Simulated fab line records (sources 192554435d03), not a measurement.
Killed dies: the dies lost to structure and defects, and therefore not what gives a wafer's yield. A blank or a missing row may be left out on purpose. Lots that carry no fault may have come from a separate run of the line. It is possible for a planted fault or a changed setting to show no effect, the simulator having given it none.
fab line records	flow n5Finfet	part 2 of 2: steps 5 to 6 of 6
[record] lots = 24	wafers = 72	lastDay = 20
route steps=1938 shown BEOL_M5@1130 BEOL_M6@1197
lots that met no fault: from a run of the same line without faults
startH: hours from the record's opening day to when the first of the lot's shown wafers began	waitH: hours since the lot's step before	" repeats the value in the row above	L1.1+2: one row covering several wafers at once	- no value present, or no start provided	* or withheld: withheld	< > ~ a bound
route shown NAME@n: NAME is a module with steps in the file, n the number in the route of the first one	usual: mean and standard deviation over wafers with no fault	same: alike in all rows	chamber/n: place in a boat	sites: readings site by site	_std_site: standard deviation of those values	_edge_site: mean of outer sites minus mean of inner sites	radiusMm: how far each site lies from the wafer's centre	mask NAME#n: copy n	behind: the tool/chamber that last shaped the wafer	hold: what put the lot on hold/how long, in hours/how the hold closed	device: the transistor (n, p or np) that didn't switch	end of line: tests of these same wafers at the route's end	a step with no rows: only its recipe	killed: count of dies lost to structure and defects at first sort (not the wafer's yield)	map: per-die view of a wafer (x killed, . not killed, _ where there is no die)
set.NAME: the setting the step ran with; set.NAME@STEP: the setting that earlier step ran with	model.NAME: the simulator's own value behind a step, which no gauge read
one table for each step of the route and one row for each wafer, over a sample of lots
services: from which hour (startH, from the record's first day; less than 0 if before it) a tool's chamber was out of use, for how many hours, and why
[[steps]]
[step N5_BEOL_M5_DEP_56]
[recipe] material = SiCN	targetThkA = 80	tempC = withheld	precursor = 3MS/NH3	pressureTorr = 3	rfW = 202	timeS = 14
[usual] chamberPressureTorr = 3.001/0.0062	showerheadPlenumPTorr = 3.665/0.013	throttleValvePct = 8.97/0.26
lot.wafer	tool	chamber	startH	waitH	chamberPressureTorr	showerheadPlenumPTorr	throttleValvePct
L074.3	pecvd-04	1	223.60	0.0	3.003	3.661	9.29
L074.4	"	0	"	"	2.996	3.657	8.81
L074.5	"	2	"	"	3.006	3.665	9.03
L075.2	pecvd-04	1	255.51	0.0	2.999	3.672	9.38
L075.4	"	1	"	"	2.998	3.664	9.34
L075.6	"	0	"	"	3.003	3.669	9.09
L076.1	pecvd-03	1	261.25	0.0	3.003	3.678	9.05
L076.4	"	1	"	"	3.012	3.672	8.87
L076.6	"	2	"	"	2.992	3.656	8.43
L077.1	pecvd-02	1	266.05	0.0	2.994	3.648	8.98
L077.2	"	0	"	"	2.990	3.640	9.36
L077.5	"	0	"	"	3.002	3.647	9.41
L078.1	pecvd-04	1	271.80	0.0	3.006	3.667	9.28
L078.3	"	0	"	"	2.995	3.660	9.26
L078.4	"	0	"	"	3.004	3.660	9.14
L080.1	pecvd-03	1	278.97	0.0	2.995	3.673	8.66
L080.2	"	0	"	"	3.001	3.677	9.36
L080.5	"	1	"	"	3.002	3.673	8.58
L081.1	pecvd-03	2	283.64	0.0	3.000	3.650	8.70
L081.3	"	0	"	"	2.998	3.677	9.04
L081.4	"	2	"	"	2.997	3.657	8.39
L083.1	pecvd-03	1	287.53	0.0	2.994	3.681	9.13
L083.5	"	2	"	"	2.999	3.662	8.70
L083.6	"	0	"	"	3.007	3.679	8.97
L082.3	pecvd-02	2	288.00	0.0	2.998	3.663	9.32
L082.5	"	1	"	"	2.996	3.642	9.03
L082.6	"	0	"	"	3.000	3.647	9.13
L084.3	pecvd-04	2	293.47	0.0	2.999	3.656	8.84
L084.5	"	1	"	"	3.001	3.661	9.27
L084.6	"	0	"	"	2.995	3.654	9.43
L085.3	pecvd-02	0	302.42	0.0	3.003	3.650	9.03
L085.4	"	2	"	"	3.000	3.663	9.07
L085.6	"	1	"	"	3.004	3.637	8.97
L092.2	pecvd-03	1	307.04	0.0	2.989	3.678	8.85
L092.3	"	2	"	"	3.002	3.659	8.57
L092.4	"	0	"	"	3.000	3.681	9.03
L086.2	pecvd-02	2	307.86	0.0	2.996	3.669	8.93
L086.3	"	1	"	"	3.006	3.639	8.98
L086.6	"	1	"	"	2.994	3.643	9.13
L088.3	pecvd-03	2	324.73	0.0	3.001	3.664	8.32
L088.5	"	2	"	"	2.987	3.657	8.86
L088.6	"	1	"	"	3.001	3.676	9.29
L089.2	pecvd-03	2	328.82	0.0	3.006	3.664	8.54
L089.4	"	0	"	"	2.997	3.682	9.22
L089.5	"	1	"	"	3.004	3.681	9.13
L087.3	pecvd-02	2	331.42	0.0	3.010	3.667	9.04
L087.4	"	1	"	"	2.999	3.650	8.94
L087.6	"	0	"	"	2.991	3.650	9.13
L090.2	pecvd-03	0	332.72	0.0	3.002	3.678	9.14
L090.4	"	2	"	"	2.993	3.647	8.82
L090.5	"	1	"	"	3.000	3.682	8.80
L091.1	pecvd-03	2	336.38	0.0	3.006	3.660	8.41
L091.3	"	1	"	"	2.997	3.687	8.80
L091.4	"	1	"	"	2.994	3.687	8.60
L093.3	pecvd-03	0	340.12	0.0	3.018	3.679	9.20
L093.5	"	0	"	"	3.003	3.683	8.91
L093.6	"	2	"	"	3.004	3.660	8.61
L079.1	pecvd-04	2	361.33	0.0	3.010	3.663	8.92
L079.2	"	0	"	"	3.012	3.671	9.36
L079.6	"	0	"	"	3.009	3.666	9.02
L097.1	pecvd-03	1	362.42	0.0	3.006	3.683	8.96
L097.2	"	2	"	"	3.003	3.652	8.61
L097.6	"	2	"	"	3.000	3.658	8.62
L096.1	pecvd-04	2	370.00	0.0	2.997	3.654	9.14
L096.3	"	0	"	"	3.001	3.649	9.21
L096.6	"	0	"	"	3.011	3.662	9.16
L094.1	pecvd-03	1	381.46	0.0	3.003	3.674	8.60
L094.2	"	2	"	"	3.005	3.653	8.65
L094.6	"	1	"	"	2.996	3.673	8.94
L095.1	pecvd-04	0	386.65	0.0	2.999	3.667	9.04
L095.4	"	0	"	"	2.990	3.661	9.05
L095.6	"	0	"	"	3.011	3.653	9.04
[step N5_BEOL_M6_PECVD_70]
[recipe] material = SiO2	targetThkA = 200	tempC = 400	precursor = TEOS/O2	pressureTorr = 5.5	rfW = 450	teosFlowSccm = 53.8	gas = O2	flowSccm = 3000	timeS = 22.7
[usual] chamberPressureTorr = 5.498/0.012	heaterPowerW = 764/110	showerheadPlenumPTorr = 8.76/0.069	throttleValvePct = 22.1/0.72
lot.wafer	tool	chamber	startH	waitH	chamberPressureTorr	heaterPowerW	showerheadPlenumPTorr	throttleValvePct
L074.3	pecvd-02	0	224.35	0.0	5.520	670	8.71	22.8
L074.4	"	1	"	"	5.490	772	8.66	22.2
L074.5	"	0	"	"	5.508	666	8.69	22.6
L075.2	pecvd-02	2	256.74	0.0	5.496	928	8.80	21.9
L075.4	"	2	"	"	5.471	957	8.78	21.8
L075.6	"	0	"	"	5.504	623	8.70	23.1
L076.1	pecvd-03	1	262.47	0.0	5.513	673	8.85	22.0
L076.4	"	0	"	"	5.485	656	8.87	22.3
L076.6	"	1	"	"	5.499	689	8.86	22.0
L077.1	pecvd-03	0	266.79	0.0	5.499	553	8.86	22.3
L077.2	"	2	"	"	5.492	847	8.73	20.6
L077.5	"	2	"	"	5.494	841	8.75	20.9
L078.1	pecvd-03	1	272.55	0.0	5.505	664	8.84	22.0
L078.3	"	0	"	"	5.490	667	8.88	22.3
L078.4	"	0	"	"	5.498	661	8.86	22.2
L080.1	pecvd-03	1	279.71	0.0	5.490	623	8.85	22.2
L080.2	"	0	"	"	5.506	677	8.86	22.4
L080.5	"	2	"	"	5.505	862	8.76	21.1
L081.1	pecvd-02	2	284.38	0.0	5.509	945	8.81	22.1
L081.3	"	1	"	"	5.501	674	8.67	22.0
L081.4	"	0	"	"	5.515	723	8.70	22.8
L083.1	pecvd-02	2	288.28	0.0	5.498	895	8.78	22.1
L083.5	"	2	"	"	5.489	924	8.78	22.1
L083.6	"	1	"	"	5.510	806	8.70	22.4
L082.3	pecvd-02	0	288.74	0.0	5.498	747	8.71	23.2
L082.5	"	1	"	"	5.491	681	8.68	22.4
L082.6	"	2	"	"	5.512	975	8.76	21.9
L084.3	pecvd-02	2	294.21	0.0	5.511	963	8.80	22.1
L084.5	"	1	"	"	5.499	707	8.69	22.1
L084.6	"	2	"	"	5.494	952	8.78	21.9
L085.3	pecvd-03	1	303.16	0.0	5.485	607	8.86	22.0
L085.4	"	0	"	"	5.522	591	8.88	22.3
L085.6	"	1	"	"	5.504	610	8.87	21.9
L092.2	pecvd-01	2	307.78	0.0	5.489	665	8.70	21.2
L092.3	"	0	"	"	5.510	760	8.80	21.9
L092.4	"	0	"	"	5.489	760	8.80	21.9
L086.2	pecvd-02	2	308.60	0.0	5.492	933	8.78	22.3
L086.3	"	1	"	"	5.486	679	8.68	22.2
L086.6	"	1	"	"	5.479	703	8.67	22.3
L088.3	pecvd-03	0	325.47	0.0	5.494	636	8.87	22.4
L088.5	"	2	"	"	5.501	852	8.74	21.0
L088.6	"	1	"	"	5.500	721	8.85	21.9
L089.2	pecvd-02	2	329.58	0.0	5.508	835	8.81	22.2
L089.4	"	0	"	"	5.496	676	8.68	22.9
L089.5	"	1	"	"	5.468	665	8.65	22.2
L087.3	pecvd-03	0	332.19	0.0	5.512	619	8.86	22.2
L087.4	"	0	"	"	5.520	634	8.87	22.4
L087.6	"	1	"	"	5.489	719	8.89	22.0
L090.2	pecvd-01	1	333.50	0.0	5.502	906	8.73	23.4
L090.4	"	2	"	"	5.502	721	8.71	21.1
L090.5	"	2	"	"	5.494	699	8.71	21.2
L091.1	pecvd-02	1	337.36	0.0	5.494	793	8.68	22.4
L091.3	"	0	"	"	5.508	754	8.73	22.9
L091.4	"	1	"	"	5.516	810	8.68	22.6
L093.3	pecvd-02	0	340.88	0.0	5.515	696	8.70	22.9
L093.5	"	2	"	"	5.517	993	8.77	22.1
L093.6	"	0	"	"	5.501	696	8.71	22.8
L079.1	pecvd-03	2	362.09	0.0	5.482	855	8.74	21.2
L079.2	"	1	"	"	5.492	700	8.85	22.0
L079.6	"	1	"	"	5.487	730	8.84	22.1
L097.1	pecvd-02	0	363.19	0.0	5.525	652	8.72	22.5
L097.2	"	2	"	"	5.502	933	8.78	22.3
L097.6	"	1	"	"	5.495	718	8.68	22.1
L096.1	pecvd-03	0	370.84	0.0	5.503	692	8.85	22.2
L096.3	"	2	"	"	5.473	907	8.74	21.0
L096.6	"	0	"	"	5.515	685	8.88	22.4
L094.1	pecvd-01	0	382.20	0.0	5.493	731	8.83	20.0
L094.2	"	2	"	"	5.507	791	8.72	21.5
L094.6	"	0	"	"	5.497	732	8.80	20.1
L095.1	pecvd-01	1	387.91	0.0	5.516	942	8.71	23.5
L095.4	"	1	"	"	5.513	912	8.72	23.4
L095.6	"	2	"	"	5.484	812	8.71	21.1
[[services]]
tool	chamber	startH	hours	kind
rieDiel-06	0	198.08	6.2	repair
pecvd-03	2	202.38	-	clean
pecvd-03	2	202.38	-	consumableReplace:showerhead
pecvd-03	2	202.38	29.0	scheduledDown
pecvd-03	2	202.38	29.0	ventCycle
pecvd-02	-	239.28	0.8	repair
pecvd-01	-	242.61	1.4	repair
rieDiel-01	2	247.05	9.9	repair
pecvd-01	1	252.95	6.0	repair
pecvd-02	2	258.27	5.5	scheduledDown
pecvd-03	1	272.94	2.1	scheduledDown
pecvd-04	2	280.44	5.3	repair
rieDiel-06	3	281.08	5.0	repair
rieDiel-06	1	284.55	4.9	repair
rieDiel-03	-	293.56	16.0	repair
cvdCo-02	0	299.90	16.5	repair
pecvd-02	2	321.90	2.1	scheduledDown
cvdCo-02	1	333.33	-	clean
cvdCo-02	1	333.33	22.0	scheduledDown
cvdCo-02	1	333.33	22.0	ventCycle
pecvd-02	-	364.95	0.5	repair
pecvd-02	2	373.92	5.9	repair
pecvd-01	-	377.70	0.5	repair
pecvd-02	1	383.66	-	clean
